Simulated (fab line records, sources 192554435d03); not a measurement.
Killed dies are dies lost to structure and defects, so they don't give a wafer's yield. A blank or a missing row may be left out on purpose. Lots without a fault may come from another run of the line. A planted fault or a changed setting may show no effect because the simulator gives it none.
Which tool did it? | flow n5_finfet | 9 lots, 27 wafers sampled, at 5 steps of a route of 1938

WHAT THE GAUGES READ, wafer by wafer
N5_BEOL_M4_OCD_MEAS_38. Usual: trench_depth_nm 54.7 nm, standard deviation 1.3.
lot  | measured     | on     | trench_depth_nm (nm) | flag
L113 | day 8 13:56  | ocd-02 | 55.7 55.3 53.9       |
L115 | day 9 10:52  | ocd-02 | 56.6 55.2 52.5       |
L116 | day 9 21:10  | ocd-01 | 54.6 53.1 54.1       |
L120 | day 10 22:23 | ocd-01 | 57.0 55.6 55.6       |
L121 | day 11 01:47 | ocd-01 | 54.3 52.5 55.6       |
L125 | day 12 01:14 | ocd-02 | 54.3 57.3 56.6       |
L126 | day 12 05:59 | ocd-02 | 57.0 53.4 55.5       |
L128 | day 12 15:23 | ocd-01 | 54.6 56.0 55.6       |
L130 | day 13 06:13 | ocd-02 | 56.0 55.5 52.8       |

N5_BEOL_M4_RC_MEAS_101. Usual: DIBL_N 35.9 mV/V, standard deviation 2.5; DIBL_P 36.0 mV/V, standard deviation 3; IOFF_N 0.16 nA/um, standard deviation 0.047; IOFF_P 0.21 nA/um, standard deviation 0.047; ION_N 671 uA/um, standard deviation 14; ION_P 460 uA/um, standard deviation 8.8; SS_N 71.5 mV/dec, standard deviation 0.73; SS_P 73.2 mV/dec, standard deviation 0.91; VT_N 250 mV, standard deviation 4.3; VT_P -251 mV, standard deviation 3.6.
lot  | measured     | on        | DIBL_N (mV/V)  | DIBL_P (mV/V)  | IOFF_N (nA/um) | IOFF_P (nA/um) | ION_N (uA/um) | ION_P (uA/um) | SS_N (mV/dec)  | SS_P (mV/dec)  | VT_N (mV)   | VT_P (mV)      | flag
L113 | day 8 19:20  | prober-01 | 39.6 32.6 40.8 | 39.0 29.5 38.8 | 0.24 0.10 0.28 | 0.26 0.13 0.26 | 707 654 684   | 475 447 460   | 71.7 69.6 72.6 | 74.3 71.7 74.4 | 241 256 243 | -249 -256 -248 |
L115 | day 9 14:58  | prober-02 | 35.2 32.0 32.7 | 34.8 32.5 32.3 | 0.16 0.12 0.12 | 0.17 0.14 0.14 | 677 660 658   | 453 452 449   | 71.7 70.7 70.5 | 72.9 72.5 72.9 | 250 252 254 | -256 -254 -257 |
L116 | day 10 01:07 | prober-01 | 37.0 36.8 38.2 | 35.8 35.4 36.5 | 0.16 0.15 0.17 | 0.21 0.19 0.21 | 681 667 674   | 465 454 457   | 71.8 71.2 72.0 | 74.2 73.2 73.9 | 251 251 247 | -250 -254 -252 |
L120 | day 11 02:31 | prober-01 | 37.4 31.7 41.4 | 36.6 30.3 41.5 | 0.15 0.09 0.27 | 0.22 0.13 0.27 | 652 658 695   | 455 451 458   | 71.4 70.4 72.6 | 73.4 72.4 74.5 | 252 256 242 | -252 -260 -251 |
L121 | day 11 07:16 | prober-02 | 39.5 32.7 34.8 | 42.5 34.3 35.9 | 0.25 0.12 0.14 | 0.28 0.16 0.18 | 685 655 656   | 468 451 448   | 71.5 70.2 70.5 | 74.9 72.8 73.0 | 242 251 251 | -246 -254 -255 |
L125 | day 12 05:04 | prober-02 | 35.8 39.0 38.1 | 35.2 39.9 39.4 | 0.14 0.22 0.18 | 0.19 0.28 0.26 | 685 693 692   | 470 469 475   | 70.5 71.2 71.8 | 73.0 74.4 74.3 | 248 244 247 | -250 -247 -248 |
L126 | day 12 10:28 | prober-02 | 39.7 38.5 34.5 | 41.2 39.9 35.4 | 0.27 0.25 0.15 | 0.32 0.29 0.23 | 703 690 681   | 470 471 467   | 73.1 72.2 71.6 | 74.6 75.1 73.0 | 241 244 248 | -245 -245 -249 |
L128 | day 12 19:54 | prober-01 | 34.3 35.8 37.4 | 34.8 37.5 40.5 | 0.13 0.15 0.21 | 0.19 0.22 0.29 | 667 654 692   | 460 457 473   | 71.5 71.7 72.7 | 73.0 73.7 74.5 | 253 251 243 | -252 -249 -244 |
L130 | day 13 12:14 | prober-02 | 35.0 34.7 32.9 | 35.1 34.8 32.7 | 0.13 0.15 0.10 | 0.19 0.19 0.16 | 655 681 656   | 452 468 455   | 71.1 71.2 71.0 | 72.8 73.5 72.0 | 255 251 259 | -252 -250 -254 |

WHICH TOOL RAN EACH LOT (tool, then ch and the chambers of the sampled wafers, then the start)
lot  | N5_BEOL_M4_ETCH_77                 | N5_BEOL_M4_TRENCH_ETCH_37          | N5_BEOL_M4_STRIP_97
L113 | rie_diel-02 ch 0,1,3, day 8 12:01  | rie_diel-03 ch 0,2, day 8 13:47    | rie_diel-03 ch 0,2, day 8 13:56 or earlier
L115 | rie_diel-02 ch 1,2,3, day 9 09:26  | rie_diel-02 ch 0,2,3, day 9 10:43  | rie_diel-02 ch 0,2,3, day 9 10:52 or earlier
L116 | rie_diel-06 ch 0,1,2, day 9 20:01  | rie_diel-03 ch 2,3, day 9 21:01    | rie_diel-03 ch 2,3, day 9 21:10 or earlier
L120 | rie_diel-03 ch 1,3, day 10 13:19   | rie_diel-02 ch 1,2,3, day 10 22:14 | rie_diel-02 ch 1,2,3, day 10 22:23 or earlier
L121 | rie_diel-03 ch 1,3, day 10 14:59   | rie_diel-02 ch 0,1,2, day 11 01:38 | rie_diel-02 ch 0,1,2, day 11 01:47 or earlier
L125 | rie_diel-02 ch 0,1, day 11 23:57   | rie_diel-02 ch 1,3, day 12 01:04   | rie_diel-02 ch 1,3, day 12 01:14 or earlier
L126 | rie_diel-02 ch 0,1,3, day 12 02:37 | rie_diel-06 ch 0,2,3, day 12 05:50 | rie_diel-06 ch 0,2,3, day 12 05:59 or earlier
L128 | rie_diel-03 ch 0,1,3, day 12 14:32 | rie_diel-06 ch 1,3, day 12 15:14   | rie_diel-06 ch 1,3, day 12 15:23 or earlier
L130 | rie_diel-02 ch 1,3, day 13 00:50   | rie_diel-06 ch 0,1,2, day 13 06:04 | rie_diel-06 ch 0,1,2, day 13 06:13 or earlier
- N5_BEOL_M4_ETCH_77: etches underlayer in N2/H2, target depth 6.5 nm, time 5.2 s.
- N5_BEOL_M4_TRENCH_ETCH_37: etches SiOC in C4F6/O2, target depth 55.555 nm, time 29.2 s.
- N5_BEOL_M4_STRIP_97: strips in N2/H2, time 10 s.

WHAT THE TOOLS THEMSELVES READ (means of the sampled wafers that have a number; where no wafer has one, the mark that the record gives instead)
N5_BEOL_M4_ETCH_77. Usual: bias_w 150.0 W, standard deviation 0.46; drypump_motor_current_A 5.62 A, standard deviation 0.28; etch_rf_on_time_s 5.27 s, standard deviation 0.18; oes_product_au 0.67 a.u., standard deviation 0.072; rf_vpp_V 522.3 V, standard deviation 2.3; showerhead_plenum_p_Torr 2.50 Torr, standard deviation 0.066; throttle_valve_pct 18.0 %, standard deviation 0.31.
lot  | tool        | bias_w (W) | drypump_motor_current_A (A) | etch_rf_on_time_s (s) | oes_product_au (a.u.) | rf_vpp_V (V) | showerhead_plenum_p_Torr (Torr) | throttle_valve_pct (%) | flag
L113 | rie_diel-02 | 149.9      | 5.56                        | 5.28                  | 0.69                  | 519.5        | 2.47                            | 18.2                   |
L115 | rie_diel-02 | 150.3      | 5.54                        | 5.20                  | 0.67                  | 520.7        | 2.49                            | 18.2                   |
L116 | rie_diel-06 | 150.1      | 5.66                        | 5.15                  | 0.74                  | 524.4        | 2.55                            | 17.8                   |
L120 | rie_diel-03 | 149.5      | 5.69                        | 5.38                  | 0.63                  | 520.9        | 2.48                            | 17.7                   |
L121 | rie_diel-03 | 150.8      | 5.71                        | 5.41                  | 0.63                  | 523.4        | 2.48                            | 17.7                   |
L125 | rie_diel-02 | 150.0      | 5.53                        | 5.50                  | 0.59                  | 521.7        | 2.44                            | 18.4                   |
L126 | rie_diel-02 | 150.3      | 5.57                        | 5.29                  | 0.65                  | 521.5        | 2.46                            | 18.3                   |
L128 | rie_diel-03 | 150.4      | 5.40                        | 5.34                  | 0.67                  | 523.6        | 2.51                            | 17.6                   |
L130 | rie_diel-02 | 149.9      | 5.56                        | 5.18                  | 0.69                  | 521.6        | 2.48                            | 18.2                   |

N5_BEOL_M4_TRENCH_ETCH_37. Usual: C4F6_flow_sccm 10.000 sccm, standard deviation 0.03; bias_w 185.0 W, standard deviation 0.5; drypump_motor_current_A 5.61 A, standard deviation 0.3; oes_product_au 0.79 a.u., standard deviation 0.077; rf_vpp_V 665 V, standard deviation 19; showerhead_plenum_p_Torr 2.80 Torr, standard deviation 0.079; throttle_valve_pct 20.79 %, standard deviation 0.25.
lot  | tool        | C4F6_flow_sccm (sccm) | bias_w (W) | drypump_motor_current_A (A) | oes_product_au (a.u.) | rf_vpp_V (V) | showerhead_plenum_p_Torr (Torr) | throttle_valve_pct (%) | flag
L113 | rie_diel-03 | 9.998                 | 184.4      | 5.51                        | 0.82                  | 687          | 2.91                            | 20.73                  |
L115 | rie_diel-02 | 10.013                | 184.9      | 5.72                        | 0.78                  | 653          | 2.75                            | 20.89                  |
L116 | rie_diel-03 | 10.006                | 185.3      | 5.78                        | 0.81                  | 678          | 2.86                            | 20.70                  |
L120 | rie_diel-02 | 10.016                | 185.3      | 5.56                        | 0.78                  | 674          | 2.78                            | 21.10                  |
L121 | rie_diel-02 | 9.987                 | 180.6      | 5.55                        | 0.71                  | 643          | 2.74                            | 21.17                  | OFF
L125 | rie_diel-02 | 10.000                | 180.6      | 5.55                        | 0.83                  | 671          | 2.77                            | 21.05                  | OFF
L126 | rie_diel-06 | 9.994                 | 184.7      | 5.82                        | 0.78                  | 650          | 2.76                            | 20.80                  |
L128 | rie_diel-06 | 10.010                | 185.3      | 5.59                        | 0.79                  | 653          | 2.82                            | 20.88                  |
L130 | rie_diel-06 | 9.992                 | 184.9      | 5.67                        | 0.82                  | 658          | 2.83                            | 20.74                  |

N5_BEOL_M4_STRIP_97. Usual: drypump_motor_current_A 5.61 A, standard deviation 0.3; oes_product_au 0.79 a.u., standard deviation 0.076; rf_vpp_V 59.0 V, standard deviation 0.83; showerhead_plenum_p_Torr 2.50 Torr, standard deviation 0.068; throttle_valve_pct 23.6 %, standard deviation 0.45.
lot  | tool        | drypump_motor_current_A (A) | oes_product_au (a.u.) | rf_vpp_V (V) | showerhead_plenum_p_Torr (Torr) | throttle_valve_pct (%) | flag
L113 | rie_diel-03 | 5.51                        | 0.83                  | 58.3         | 2.58                            | 23.3                   |
L115 | rie_diel-02 | 5.73                        | 0.78                  | 58.2         | 2.48                            | 24.2                   |
L116 | rie_diel-03 | 5.80                        | 0.84                  | 59.4         | 2.54                            | 23.4                   |
L120 | rie_diel-02 | 5.55                        | 0.77                  | 59.9         | 2.48                            | 24.2                   |
L121 | rie_diel-02 | 5.54                        | 0.70                  | 59.1         | 2.46                            | 24.3                   |
L125 | rie_diel-02 | 5.59                        | 0.83                  | 58.5         | 2.48                            | 24.1                   |
L126 | rie_diel-06 | 5.84                        | 0.77                  | 59.9         | 2.47                            | 23.7                   |
L128 | rie_diel-06 | 5.58                        | 0.78                  | 60.1         | 2.52                            | 23.5                   |
L130 | rie_diel-06 | 5.68                        | 0.81                  | 59.1         | 2.53                            | 23.7                   |

THE ANSWER, worked out from the rows above alone
Rule: a lot is off if the mean of its wafers that have a number lies more than 3 standard deviations from the usual mean. A lot without any number at a reading at which 4 lots or more have one is off too. The other lots that the step has rows for count as sound. The gauges are gone through in route order, then the tools' own readings, and for those a lot's mean is taken as printed above. The first step at which some lot is off is used, and at that step the reading that is off furthest; a lot without a number counts as furthest.
Off: L121, L125, at N5_BEOL_M4_TRENCH_ETCH_37 (bias_w).
A tool fits if, at that step or a process step before it, it ran every lot that is off, and no sound lot after the first of them. One fits: rie_diel-02 at N5_BEOL_M4_TRENCH_ETCH_37. Its last sound lot is L120 (day 10 22:14), its first lot that is off L121 (day 11 01:38): a fault that began between those two fits.
The tool's own readings at N5_BEOL_M4_TRENCH_ETCH_37 bear it out: on the lots that are off they differ by more than 5 times the standard deviation of the sound lots' means. bias_w reads 180.6 W there against 185.0 W on the sound lots.

WHAT THE SIMULATOR HAD PUT IN
Process parameter drift: rie_diel-02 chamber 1, from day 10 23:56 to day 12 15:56, at N5_BEOL_M4_TRENCH_ETCH_37. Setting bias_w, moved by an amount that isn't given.
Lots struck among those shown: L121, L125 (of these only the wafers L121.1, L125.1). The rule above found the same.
